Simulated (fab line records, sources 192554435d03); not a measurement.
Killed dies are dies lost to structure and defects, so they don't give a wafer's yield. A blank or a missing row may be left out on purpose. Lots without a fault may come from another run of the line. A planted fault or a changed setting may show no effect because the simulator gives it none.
fab line records | flow n5_finfet
record lots=10 wafers=29 last_day=18
route steps=1938 shown SD_ACTIVATION@331 SDB@373 DUMMY_REMOVAL@378 BEOL_M4@1111
lots that met no fault: from a run of the same line without faults
start_h: hours from the record's first day to the start of the lot's first wafer shown | wait_h: hours since the lot's step before | " the same as in the row above | L1.1+2: a row that stands for several wafers | - no value, or no start given | * or withheld: withheld | < > ~ a bound
route shown NAME@n: a module of which the file shows steps, and the number in the route of the first | usual: mean/standard deviation of fault-free wafers | same: alike in all rows | chamber/n: place in a boat | sites: the reading at each site | _std_site: their standard deviation | _edge_site: outer sites' mean less inner sites' | radius_mm: how far each site lies from the wafer's centre | mask NAME#n: copy n | behind: the tool/chamber that last shaped the wafer | hold: why the lot was held/for how many hours/how that ended | device: the transistor (n, p or np) that didn't switch | end of line: the same wafers' tests at the end of the route | a step without rows: its recipe alone | killed: dies lost to structure and defects at the first sort, not the wafer's yield | map: a wafer's dies, x killed, . not, _ none there
set.NAME: the setting as run; set.NAME@STEP: as run at that earlier step | model.NAME: the simulator's own value behind a step, which no gauge read
steps of the route over a sample of lots; a table a step, a row a wafer
services: from which hour (start_h, from the record's first day; less than 0 if before it) a tool's chamber was out of use, for how many hours, and why
## steps
# step N5_SD_ACTIVATION_LSA_01
# recipe temp_c=1080 time_s=0.0008 ambient=N2
# usual wafer_temp_C_max=1085.6/1.2
# columns lot.wafer tool chamber start_h wait_h wafer_temp_C_max
L815.3 laser_anneal-02 0 76.52 0.2 1086.3
L815.5 " 0 " " 1083.8
L815.6 " 0 " " 1086.8
L817.1 laser_anneal-02 0 86.68 0.2 1084.1
L817.3 " 0 " " 1088.9
L817.5 " 0 " " 1085.6
L822.1 laser_anneal-02 0 118.95 0.2 1086.4
L822.3 " 0 " " 1087.1
L822.6 " 0 " " 1086.7
L823.2 laser_anneal-02 0 126.92 0.2 1085.0
L823.5 " 0 " " 1086.0
L823.6 " 0 " " 1085.6
L825.1 laser_anneal-02 0 136.41 0.2 1085.9
L825.4 " 0 " " 1085.9
L825.5 " 0 " " 1085.5
L827.1 laser_anneal-02 0 150.97 0.2 1086.4
L827.2 " 0 " " 1084.3
L827.4 " 0 " " 1085.2
L828.1 laser_anneal-02 0 153.71 0.2 1085.4
L828.2 " 0 " " 1086.2
L828.3 " 0 " " 1085.8
L829.3 laser_anneal-02 0 160.78 0.2 1084.8
L829.4 " 0 " " 1086.0
L829.6 " 0 " " 1086.0
L831.1 laser_anneal-02 0 171.71 0.2 1088.0
L831.6 " 0 " " 1086.4
L835.1 laser_anneal-02 0 197.64 0.2 1084.3
L835.3 " 0 " " 1086.2
L835.6 " 0 " " 1085.4
# step N5_SDB_ALD_29
# recipe material=SiNx target_thk_a=300 temp_c=400 ald_precursor_family=SiH2I2 ald_co_reactant=N2/H2-plasma pulse_time_s=1 ald_cycles=600 purge_time_s=2 co_reactant_purge_time_s=2 pressure_torr=2
# usual heater_power_w=797/80 precursor_pulse_height_rel=1.002/0.022
# columns lot.wafer tool chamber start_h wait_h heater_power_w precursor_pulse_height_rel
L815.3 ald_sin-04 2 85.81 0.8 802 1.032
L815.5 " 0 87.17 2.2 846 1.059
L815.6 " 2 " " 793 0.995
L817.1 ald_sin-04 1 96.82 0.5 714 1.017
L817.3 " 2 " " 787 0.977
L817.5 " 2 98.17 1.8 801 0.995
L822.1 ald_sin-04 0 127.26 0.1 833 1.026
L822.3 " 1 " " 739 0.996
L822.6 " 3 128.61 1.5 702 0.998
L823.2 ald_sin-02 2 136.88 1.0 860 0.966
L823.5 " 3 138.23 2.4 943 0.996
L823.6 " 0 " " 891 0.966
L825.1 ald_sin-02 2 145.45 0.1 866 1.000
L825.4 " 0 " " 896 0.978
L825.5 " 2 146.80 1.5 866 0.984
L827.1 ald_sin-02 2 160.03 0.4 863 0.966
L827.2 " 3 " " 941 0.967
L827.4 " 1 " " 814 1.012
L828.1 ald_sin-03 2 162.12 0.0 773 1.011
L828.2 " 1 " " 671 1.021
L828.3 " 3 " " 876 0.999
L829.3 ald_sin-04 2 169.32 0.0 793 0.985
L829.4 " 3 " " 729 0.973
L829.6 " 2 170.67 1.4 788 1.024
L831.1 ald_sin-03 3 180.80 0.1 894 1.032
L831.6 " 3 182.15 1.4 884 0.971
L835.1 ald_sin-04 1 206.05 0.0 721 1.045
L835.3 " 0 " " 812 1.042
L835.6 " 0 207.40 1.4 857 0.964
# step N5_SDB_CMP_30
# recipe stop_on=poly-Si t_overpolish_s=1.54 post_cmp_clean=alkaline_brush down_force_psi=4.1491 platen_rpm=51.796 pad_velocity_m_s=1.0306 target_thk_nm=30
# usual head_pressure_psi=4.148/0.0083 motor_current_A=12.9/1.1 overpolish_run_s=1.541/0.0093 time_to_endpoint_s=17.1/2.5
# columns lot.wafer tool chamber start_h wait_h head_pressure_psi motor_current_A overpolish_run_s time_to_endpoint_s
L815.3 cmp-02 3 88.55 1.4 4.156 11.4 1.535 11.2
L815.5 " 3 " " 4.156 11.3 1.530 14.3
L815.6 " 0 " " 4.151 11.8 1.534 15.2
L817.1 cmp-03 0 99.59 1.4 4.148 11.9 1.543 21.6
L817.3 " 1 " " 4.151 13.1 1.536 18.7
L817.5 " 3 " " 4.157 12.9 1.543 18.0
L822.1 cmp-02 3 129.99 1.4 4.140 11.8 1.529 14.2
L822.3 " 1 " " 4.150 13.0 1.542 16.0
L822.6 " 0 " " 4.153 11.9 1.543 17.7
L823.2 cmp-02 3 139.77 1.5 4.169 11.2 1.544 18.5
L823.6 " 0 " " 4.144 12.1 1.539 15.4
L823.5 " 1 " " 4.145 14.2 1.543 16.3
L825.4 cmp-02 0 148.26 1.5 4.143 11.9 1.533 16.0
L825.1 " 1 " " 4.143 13.5 1.562 17.0
L825.5 " 3 " " 4.135 11.0 1.545 15.0
L827.4 cmp-03 2 162.80 1.4 4.146 14.6 1.522 19.7
L827.1 " 3 " " 4.137 12.5 1.557 19.0
L827.2 " 0 " " 4.143 11.5 1.547 21.3
L828.1 cmp-03 0 164.86 1.4 3.010 9.2 1.548 25.4
L828.2 " 1 " " 4.144 12.4 1.538 17.1
L828.3 " 2 " " 4.141 14.9 1.530 18.9
L829.3 cmp-04 3 172.05 1.4 4.157 11.8 1.547 17.7
L829.4 " 2 " " 4.137 14.7 1.548 19.2
L829.6 " 3 " " 4.156 12.3 1.530 18.3
L831.1 cmp-03 1 183.57 1.4 4.137 12.7 1.528 19.4
L831.6 " 0 " " 3.034 9.5 1.551 28.7
L835.1 cmp-02 1 208.82 1.4 4.143 14.3 1.556 19.5
L835.3 " 3 " " 4.154 11.6 1.540 19.5
L835.6 " 0 " " 4.146 12.7 1.541 18.9
# step N5_DUMMY_REMOVAL_STRIP_10
# recipe chemistry=N2/H2 time_s=40 power_w=100 temp_c=40 pressure_mtorr=100 rf_frequency_hz=6e+07 bias_power_w=3 n2_flow_sccm=300 h2_flow_sccm=300
# usual drypump_motor_current_A=5.7/0.46 oes_product_au=0.82/0.083 rf_vpp_V=45.5/0.92 showerhead_plenum_p_Torr=3.41/0.13 throttle_valve_pct=12.17/0.18
# columns lot.wafer tool chamber start_h wait_h drypump_motor_current_A oes_product_au rf_hours_counter_h rf_vpp_V showerhead_plenum_p_Torr throttle_valve_pct
L815.3 rie_diel-05 0 88.94 0.0 6.3 0.93 20 44.6 3.32 12.28
L815.5 " 3 " " 5.4 0.73 - 45.2 3.35 12.20
L815.6 " 0 " " 6.3 0.92 - 45.4 3.32 12.29
L817.1 rie_diel-05 1 99.94 0.0 5.3 0.91 30 45.2 3.58 11.84
L817.3 " 2 " " 5.4 0.90 43 45.8 3.57 12.09
L817.5 " 0 " " 6.3 0.92 - 45.8 3.32 12.29
L822.1 rie_diel-04 0 130.38 0.0 6.3 0.76 161 46.3 3.37 12.13
L822.3 " 3 " " 6.0 0.75 152 44.5 3.24 12.21
L822.6 " 3 " " 6.0 0.75 - 44.3 3.24 12.21
L823.2 rie_diel-05 0 140.04 0.0 6.3 0.90 37 45.2 3.31 12.32
L823.5 " 1 " " 5.3 0.90 - 46.0 3.57 11.87
L823.6 " 0 " " 6.3 0.90 - 43.2 3.31 12.32
L825.1 rie_diel-05 2 148.57 0.0 5.4 0.87 58 44.2 3.57 12.13
L825.4 " 0 " " 6.3 0.89 39 45.7 3.31 12.32
L825.5 " 1 " " 5.3 0.88 - 46.0 3.57 11.89
L827.1 rie_diel-05 2 163.15 0.0 5.4 0.87 63 44.1 3.56 12.14
L827.2 " 0 " " 6.3 0.88 43 44.6 3.30 12.34
L827.4 " 3 " " 5.4 0.71 225 44.4 3.33 12.26
L828.1 rie_diel-05 0 165.24 0.0 6.3 0.88 43 46.4 3.31 12.35
L828.2 " 3 " " 5.3 0.71 225 44.3 3.33 12.25
L828.3 " 2 " " 5.4 0.87 63 43.8 3.56 12.14
L829.3 rie_diel-03 1 172.61 0.0 6.0 0.73 187 45.6 3.21 12.25
L829.4 " 0 " " 5.4 0.75 - 44.1 3.38 12.33
L829.6 " 1 " " 6.0 0.74 - 44.4 3.21 12.27
L831.1 rie_diel-03 2 183.92 0.0 6.2 0.85 70 45.1 3.42 11.91
L831.6 " 2 " " 6.2 0.84 - 46.0 3.42 11.92
L835.1 rie_diel-05 2 209.17 0.0 5.4 0.84 78 46.1 3.55 12.18
L835.3 " 3 " " 5.3 0.70 240 44.5 3.33 12.29
L835.6 " 3 " " 5.4 0.70 - 43.5 3.33 12.28
# step N5_BEOL_M4_RC_MEAS_101
# usual DIBL_N=36.5/1.4 DIBL_P=36.6/1.6 IOFF_N=0.160/0.024 IOFF_P=0.217/0.029 ION_N=674/8.7 ION_P=464/6.5 SS_N=71.6/0.47 SS_P=73.4/0.57 VT_N=250.0/2.5 VT_P=-250/3.1
# columns lot.wafer tool chamber start_h wait_h DIBL_N[mV/V] DIBL_P[mV/V] IOFF_N[nA/um] IOFF_P[nA/um] ION_N[uA/um] ION_P[uA/um] SS_N[mV/dec] SS_P[mV/dec] VT_N[mV] VT_P[mV]
L815.3 prober-02 0 193.68 0.3 34.9 35.5 0.155 0.228 680 471 71.6 73.5 249.3 -249
L815.5 " 0 " " 33.5 33.6 0.128 0.191 667 466 71.3 72.9 252.2 -252
L815.6 " 0 " " 35.1 36.0 0.159 0.224 687 471 72.0 73.1 249.7 -247
L817.1 prober-02 0 210.82 0.0 38.8 39.8 0.211 0.253 694 465 72.7 74.1 248.9 -249
L817.3 " 0 " " 35.9 36.3 0.160 0.196 677 457 71.2 73.5 250.0 -253
L817.5 " 0 " " 37.8 38.6 0.187 0.226 679 460 70.8 74.0 249.7 -253
L822.1 prober-02 0 218.91 0.2 38.4 37.1 0.194 0.234 675 462 71.9 73.4 245.2 -250
L822.3 " 0 " " 37.3 36.7 0.182 0.243 687 467 71.9 74.1 248.5 -250
L822.6 " 0 " " 37.9 36.9 0.184 0.232 680 469 71.9 73.7 245.5 -251
L823.2 prober-02 0 242.14 0.2 39.2 39.4 0.188 0.213 679 461 72.3 74.0 248.0 -251
L823.5 " 0 " " 40.3 40.9 0.209 0.247 668 456 72.9 75.4 247.4 -249
L823.6 " 0 " " 38.9 39.0 0.170 0.197 674 455 72.2 74.6 250.9 -254
L825.1 prober-01 0 257.45 0.0 36.7 37.3 0.152 0.193 677 458 72.3 73.5 249.6 -254
L825.4 " 0 " " 36.7 37.1 0.151 0.202 673 455 71.3 74.2 251.6 -253
L825.5 " 0 " " 37.4 37.0 0.160 0.198 665 454 71.6 73.4 251.6 -254
L828.1 prober-02 0 263.15 0.0 35.3 34.9 0.123 0.158 667 452 71.6 73.2 255.3 -256
L828.2 " 0 " " 36.2 35.7 0.135 0.168 672 452 71.6 72.9 253.1 -256
L828.3 " 0 " " 36.7 36.2 0.145 0.174 664 448 71.8 72.7 252.7 -255
L827.1 prober-01 0 263.39 0.0 39.6 40.9 0.225 0.299 692 480 72.1 74.3 245.3 -246
L827.2 " 0 " " 37.6 37.6 0.175 0.239 680 467 71.7 73.3 248.3 -248
L827.4 " 0 " " 34.9 34.8 0.131 0.190 664 463 70.7 73.4 250.8 -249
L829.3 prober-02 0 270.46 0.3 35.3 34.2 0.112 0.167 653 454 71.0 72.3 253.4 -255
L829.4 " 0 " " 36.1 35.6 0.127 0.185 663 462 71.2 73.1 254.9 -252
L829.6 " 0 " " 35.7 35.5 0.127 0.185 666 462 71.4 73.3 253.7 -252
L831.1 prober-02 0 288.97 0.0 36.2 36.9 0.150 0.209 667 461 72.2 73.3 252.9 -251
L831.6 " 0 " " 36.5 37.8 0.161 0.225 674 464 72.0 73.4 252.8 -250
L835.1 prober-02 0 304.14 0.0 37.0 36.3 0.169 0.218 677 459 72.2 72.9 249.2 -251
L835.3 " 0 " " 36.4 36.3 0.166 0.213 682 464 71.4 74.0 247.6 -252
L835.6 " 0 " " 36.7 36.4 0.173 0.222 680 464 72.0 73.8 247.2 -249
## services
# columns tool chamber start_h hours kind
rie_diel-05 1 53.03 12.9 repair
ald_sin-04 1 56.92 36.9 repair
laser_anneal-02 - 57.60 3.4 pm
rie_diel-03 - 57.84 2.8 pm
ald_sin-04 2 61.59 15.3 repair
cmp-04 - 64.33 2.2 repair
rie_diel-03 3 69.26 7.2 repair
cmp-03 - 72.45 0.3 repair
cmp-04 - 76.62 3.1 repair
rie_diel-04 - 86.96 1.0 repair
rie_diel-05 2 91.74 2.1 repair
cmp-03 - 94.83 0.4 repair
ald_sin-04 - 104.09 1.6 repair
cmp-02 - 117.19 3.8 repair
ald_sin-04 - 134.13 3.2 repair
ald_sin-03 - 153.63 2.8 pm
rie_diel-04 3 158.32 14.6 repair
rie_diel-03 2 166.17 6.7 repair
laser_anneal-02 - 167.67 2.6 repair
cmp-02 - 172.36 4.9 pm
ald_sin-02 - 178.08 14.0 pm
rie_diel-04 3 193.36 5.3 repair
cmp-02 - 194.36 2.7 repair
cmp-03 - 198.27 1.0 repair
## key
first_sign step=N5_SDB_CMP_30 reading=head_pressure_psi direction=down sigmas=99+ usual=4.148 struck=3.022
effect step=N5_SDB_CMP_30 reading=time_to_endpoint_s direction=up sigmas=3.9 usual=* struck=*
met_at N5_SDB_CMP_30
struck_lots L828,L831
struck_wafers L828.1,L831.6
not_acting_at N5_SD_ACTIVATION_LSA_01,N5_SDB_ALD_29,N5_DUMMY_REMOVAL_STRIP_10
onset_between 162.80 164.86
fault kind=process_parameter_drift tool=cmp-03 chamber=0 onset_h=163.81 steps=N5_SDB_CMP_30 channel=down_force_psi offset=-1.1193 shape=step acts_in=these_recipes_only stated=4.1491
